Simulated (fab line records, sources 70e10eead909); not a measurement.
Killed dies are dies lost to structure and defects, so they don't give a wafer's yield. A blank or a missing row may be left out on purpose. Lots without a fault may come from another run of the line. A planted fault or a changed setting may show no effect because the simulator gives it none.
Which tool did it? | flow nand_harc | 13 lots, 38 wafers sampled, at 5 steps of a route of 1159

WHAT THE GAUGES READ, wafer by wafer
NHARC_END_SORT_01.
lot  | measured     | on        | killed_at_array | killed_at_other | killed_at_periphery | killed_dies | killed_open | killed_short
L598 | day 19 16:32 | prober-02 | 24 21 21        | 0 0 1           | 1 1 1               | 25 22 23    | 4 3 1       | 0 0 1
L599 | day 19 16:41 | prober-01 | 21 16 7         | 0 0 3           | 1 2 4               | 22 18 14    | 0 2 1       | 3 2 2
L601 | day 20 02:50 | prober-01 | 27 19 23        | 0 1 0           | 10 9 12             | 37 29 35    | 1 3 1       | 2 0 3
L603 | day 20 12:49 | prober-02 | 18 21 17        | 2 0 0           | 2 5 2               | 22 26 19    | 2 0 1       | 2 1 0
L602 | day 20 12:46 | prober-01 | 34 21 19        | 0 0 0           | 1 3 3               | 35 24 22    | 3 2 4       | 3 2 1
L608 | day 21 17:04 | prober-02 | 31 21 29        | 0 1 1           | 0 0 0               | 31 22 30    | 2 1 7       | 2 1 1
L609 | day 22 06:13 | prober-01 | 27 30 31        | 1 0 0           | 3 1 3               | 31 31 34    | 6 2 5       | 3 7 1
L610 | day 22 09:53 | prober-02 | 35 31 24        | 1 3 0           | 6 7 5               | 42 41 29    | 8 6 3       | 3 2 1
L615 | day 24 11:25 | prober-01 | 23 671 24       | 4 1 2           | 6 2 3               | 33 674 29   | 2 5 4       | 3 1 4
L618 | day 25 01:14 | prober-02 | 676 32 675      | 0 1 0           | 1 2 2               | 677 35 677  | 2 6 5       | 4 2 1
L621 | day 25 09:50 | prober-02 | 46 44 43        | 5 2 0           | 4 2 4               | 55 48 47    | 4 2 4       | 3 2 1
L619 | day 25 03:48 | prober-01 | 669 24          | 1 0             | 7 8                 | 677 32      | 3 1         | 3 4
L620 | day 24 16:46 | prober-01 | 21 23 29        | 0 0 0           | 3 3 4               | 24 26 33    | 3 1 4       | 1 2 3

WHICH TOOL RAN EACH LOT (tool, then ch and the chambers of the sampled wafers, then the start)
lot  | NHARC_A_CHANNEL_HOLE_D1_ETCH_44    | NHARC_A_CHANNEL_FILL_D1_ALD_15                 | NHARC_A_CHANNEL_FILL_D1_ALD_16   | NHARC_A_CHANNEL_FILL_D1_ETCHBACK_20
L598 | rie_diel-12 ch 1,2, day 8 22:26    | ald_sin_batch-02 ch 0, day 9 11:49 or earlier  | ald_hk-03 ch 1,2,3, day 9 11:49  | rie_diel-05 ch 0,1,3, day 10 01:00
L599 | rie_diel-12 ch 0,2,3, day 8 22:52  | ald_sin_batch-02 ch 0, day 9 11:49 or earlier  | ald_hk-04 ch 1,2, day 9 11:49    | rie_diel-06 ch 1,2, day 10 01:00
L601 | rie_diel-03 ch 0,1, day 9 04:17    | ald_sin_batch-01 ch 0, day 9 17:44 or earlier  | ald_hk-04 ch 0,2,3, day 9 17:44  | rie_diel-04 ch 0,2,3, day 10 05:35
L603 | rie_diel-03 ch 1,2,3, day 9 12:13  | ald_sin_batch-01 ch 0, day 10 02:20 or earlier | ald_hk-01 ch 2,3, day 10 02:20   | rie_diel-04 ch 0,1,2, day 10 14:01
L602 | rie_diel-11 ch 0,1,3, day 9 12:50  | ald_sin_batch-01 ch 0, day 10 02:01 or earlier | ald_hk-01 ch 0,1,3, day 10 02:01 | rie_diel-05 ch 0,1,3, day 10 14:00
L608 | rie_diel-03 ch 0,3, day 10 23:42   | ald_sin_batch-01 ch 0, day 11 13:10 or earlier | ald_hk-03 ch 0,1,3, day 11 13:10 | rie_diel-04 ch 2,3, day 12 00:50
L609 | rie_diel-12 ch 0,2, day 11 00:15   | ald_sin_batch-01 ch 0, day 11 13:05 or earlier | ald_hk-01 ch 0,2, day 11 13:05   | rie_diel-05 ch 0,2,3, day 12 00:51
L610 | rie_diel-11 ch 1,2, day 11 15:40   | ald_sin_batch-02 ch 0, day 12 04:49 or earlier | ald_hk-03 ch 2,3, day 12 04:49   | rie_diel-05 ch 1,2, day 12 16:31
L615 | rie_diel-11 ch 0,1, day 12 20:23   | ald_sin_batch-01 ch 0, day 13 13:16 or earlier | ald_hk-01 ch 0,1,2, day 13 13:16 | rie_diel-05 ch 1,2, day 14 00:56
L618 | rie_diel-11 ch 0,1,3, day 13 10:16 | ald_sin_batch-01 ch 0, day 13 23:59 or earlier | ald_hk-01 ch 0,1, day 13 23:59   | rie_diel-05 ch 0,1,2, day 14 12:47
L621 | rie_diel-03 ch 1,2,3, day 13 19:49 | ald_sin_batch-02 ch 0, day 14 09:16 or earlier | ald_hk-01 ch 0,2,3, day 14 09:16 | rie_diel-04 ch 0,1,3, day 14 21:04
L619 | rie_diel-11 ch 0,1, day 13 20:02   | ald_sin_batch-02 ch 0, day 14 09:19 or earlier | ald_hk-03 ch 0,1, day 14 09:19   | rie_diel-05 ch 0,3, day 14 21:06
L620 | rie_diel-12 ch 1,2,3, day 14 00:11 | ald_sin_batch-01 ch 0, day 14 11:41            | ald_hk-04 ch 0,1,2, day 14 17:34 | rie_diel-06 ch 0,1,3, day 15 05:29
- NHARC_A_CHANNEL_HOLE_D1_ETCH_44: etches the open film in CF4/O2, target depth 140 nm, overetch 14 nm, time 77 s.
- NHARC_A_CHANNEL_FILL_D1_ALD_15: deposits SiNx, target thk 2 nm, pulse time 60 s, ald cycles 19.
- NHARC_A_CHANNEL_FILL_D1_ALD_16: deposits SiO2, target thk 1.5 nm, pulse time 10 s, ald cycles 15.
- NHARC_A_CHANNEL_FILL_D1_ETCHBACK_20: etches the open film in C4F8/O2/Ar, target depth 27 nm, time 13.5 s.

WHAT THE TOOLS THEMSELVES READ (means of the sampled wafers that have a number; where no wafer has one, the mark that the record gives instead)
NHARC_A_CHANNEL_HOLE_D1_ETCH_44.
lot  | tool        | drypump_motor_current_A (A) | mfc_ar_sccm (sccm) | oes_product_au (a.u.) | rf_vpp_V (V) | showerhead_plenum_p_Torr (Torr) | throttle_valve_pct (%)
L598 | rie_diel-12 | 5.9                         | 0.000              | 0.999                 | 198.8        | 1.39                            | 13.404
L599 | rie_diel-12 | 5.6                         | 0.006              | 1.000                 | 199.0        | 1.36                            | 13.407
L601 | rie_diel-03 | 5.6                         | 0.008              | 0.995                 | 198.3        | 1.35                            | 13.405
L603 | rie_diel-03 | 5.6                         | 0.017              | 0.996                 | 197.4        | 1.30                            | 13.395
L602 | rie_diel-11 | 5.3                         | 0.003              | 1.003                 | 197.6        | 1.37                            | 13.392
L608 | rie_diel-03 | 6.1                         | 0.012              | 1.008                 | 197.9        | 1.34                            | 13.393
L609 | rie_diel-12 | 5.5                         | 0.012              | 1.007                 | 198.5        | 1.40                            | 13.395
L610 | rie_diel-11 | 5.4                         | 0.003              | 1.007                 | 198.4        | 1.37                            | 13.402
L615 | rie_diel-11 | 5.3                         | 0.003              | 0.999                 | 199.3        | 1.38                            | 13.399
L618 | rie_diel-11 | 5.3                         | 0.003              | 1.007                 | 198.5        | 1.37                            | 13.389
L621 | rie_diel-03 | 5.6                         | 0.017              | 0.984                 | 197.5        | 1.30                            | 13.403
L619 | rie_diel-11 | 5.3                         | 0.005              | 1.005                 | 198.2        | 1.38                            | 13.407
L620 | rie_diel-12 | 5.8                         | 0.000              | 1.001                 | 197.9        | 1.35                            | 13.401

NHARC_A_CHANNEL_FILL_D1_ALD_15.
lot  | tool             | precursor_pulse_height_rel
L598 | ald_sin_batch-02 | 0.988
L599 | ald_sin_batch-02 | 0.985
L601 | ald_sin_batch-01 | 1.002
L603 | ald_sin_batch-01 | 1.015
L602 | ald_sin_batch-01 | 0.998
L608 | ald_sin_batch-01 | 0.988
L609 | ald_sin_batch-01 | 1.010
L610 | ald_sin_batch-02 | 1.018
L615 | ald_sin_batch-01 | 0.992
L618 | ald_sin_batch-01 | 1.002
L621 | ald_sin_batch-02 | 0.971
L619 | ald_sin_batch-02 | 1.000
L620 | ald_sin_batch-01 | 0.981

NHARC_A_CHANNEL_FILL_D1_ALD_16.
lot  | tool      | heater_power_w (W) | precursor_pulse_height_rel
L598 | ald_hk-03 | 469                | 1.002
L599 | ald_hk-04 | 478                | 1.006
L601 | ald_hk-04 | 494                | 0.996
L603 | ald_hk-01 | 475                | 0.993
L602 | ald_hk-01 | 462                | 0.995
L608 | ald_hk-03 | 464                | 1.012
L609 | ald_hk-01 | 461                | 0.999
L610 | ald_hk-03 | 480                | 1.000
L615 | ald_hk-01 | 464                | 1.000
L618 | ald_hk-01 | 450                | 1.009
L621 | ald_hk-01 | 459                | 0.995
L619 | ald_hk-03 | 470                | 0.986
L620 | ald_hk-04 | 501                | 1.022

NHARC_A_CHANNEL_FILL_D1_ETCHBACK_20.
lot  | tool        | oes_product_au (a.u.) | rf_vpp_V (V) | run_length_s (s)
L598 | rie_diel-05 | 1.00                  | 979          | 34.7
L599 | rie_diel-06 | 0.92                  | 975          | 34.4
L601 | rie_diel-04 | 0.93                  | 976          | 34.8
L603 | rie_diel-04 | 0.92                  | 976          | 34.8
L602 | rie_diel-05 | 1.00                  | 979          | 35.0
L608 | rie_diel-04 | 0.92                  | 978          | 34.7
L609 | rie_diel-05 | 1.01                  | 979          | 34.9
L610 | rie_diel-05 | 0.91                  | 971          | 35.0
L615 | rie_diel-05 | 0.92                  | 972          | 32.9
L618 | rie_diel-05 | 0.92                  | 975          | 31.4
L621 | rie_diel-04 | 0.98                  | 979          | 34.8
L619 | rie_diel-05 | 0.93                  | 983          | 32.0
L620 | rie_diel-06 | 0.92                  | 977          | 34.8

THE ANSWER, worked out from the rows above alone
Rule: what is usual is taken from the lots themselves. Put in order of their means at a reading, lots are off if they are a third of the lots or fewer, leave a main group of 4 or more, and stand apart from it by a gap of 3 or more times the standard deviation of the main group's means; of several such gaps the widest counts. A main group whose means are all the same, to the digits that the tables above print for the reading, isn't used. A lot without any number at a reading at which 4 lots or more have one is off too. The other lots that the step has rows for count as sound. The gauges are gone through in route order, then the tools' own readings, and for those a lot's mean is taken as printed above. The first step at which some lot is off is used, and at that step the reading that is off furthest; a lot without a number counts as furthest.
Off: L615, L618, L619, at NHARC_END_SORT_01 (killed_at_array). The main group: mean 26, standard deviation 7.6.
A tool fits if, at a process step before that reading, it ran every lot that is off, and no sound lot after the first of them. The gauges at NHARC_END_SORT_01 aren't tried: what is off there is off at NHARC_A_CHANNEL_FILL_D1_ETCHBACK_20 too, on other tools, and a gauge's error can't cause that. NHARC_A_CHANNEL_FILL_D1_ALD_15 gives no start for some lots, so the hours and the order of its lots are those of NHARC_A_CHANNEL_FILL_D1_ALD_16. Can't be told from this: 2 tools fit, rie_diel-11 at NHARC_A_CHANNEL_HOLE_D1_ETCH_44, rie_diel-05 at NHARC_A_CHANNEL_FILL_D1_ETCHBACK_20.

WHAT THE SIMULATOR HAD PUT IN
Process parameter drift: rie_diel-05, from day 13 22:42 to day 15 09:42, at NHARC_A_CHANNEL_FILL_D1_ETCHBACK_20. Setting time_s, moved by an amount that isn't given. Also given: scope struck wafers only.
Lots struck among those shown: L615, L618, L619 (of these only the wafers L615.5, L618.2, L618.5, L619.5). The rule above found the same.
